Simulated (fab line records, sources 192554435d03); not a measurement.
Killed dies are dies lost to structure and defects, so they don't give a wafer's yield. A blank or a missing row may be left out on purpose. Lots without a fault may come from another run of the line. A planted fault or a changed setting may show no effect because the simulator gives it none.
Which tool did it? | flow n5_finfet | 6 lots, 18 wafers sampled, at 1 step of a route of 1938

WHAT THE GAUGES READ, wafer by wafer
N5_BEOL_M8_RS_MEAS_57: measures by four-point-probe.
lot  | measured     | on            | M8_RS (ohm/sq)
L613 | day 11 06:31 | film_metro-01 | 0.282 0.269 0.293
L614 | day 11 07:58 | film_metro-02 | 0.266 0.280 0.284
L621 | day 13 05:21 | film_metro-01 | 0.287 0.291 0.286
L625 | day 14 03:46 | film_metro-02 | 0.285 0.278 0.293
L630 | day 15 04:33 | film_metro-01 | 0.289 0.285 0.278
L632 | day 16 00:53 | film_metro-01 | 0.289 0.293 0.283

WHICH TOOL RAN EACH LOT (tool, then ch and the chambers of the sampled wafers, then the start)
The record holds no process step before these readings.

THE ANSWER, worked out from the rows above alone
Rule: what is usual is taken from the lots themselves. Put in order of their means at a reading, lots are off if they are a third of the lots or fewer, leave a main group of 4 or more, and stand apart from it by a gap of 3 or more times the standard deviation of the main group's means; of several such gaps the widest counts. A main group whose means are all the same, to the digits that the tables above print for the reading, isn't used. A lot without any number at a reading at which 4 lots or more have one is off too. The other lots that the step has rows for count as sound.
No lot is off at any reading shown: from this, nothing can be told.

WHAT THE SIMULATOR HAD PUT IN
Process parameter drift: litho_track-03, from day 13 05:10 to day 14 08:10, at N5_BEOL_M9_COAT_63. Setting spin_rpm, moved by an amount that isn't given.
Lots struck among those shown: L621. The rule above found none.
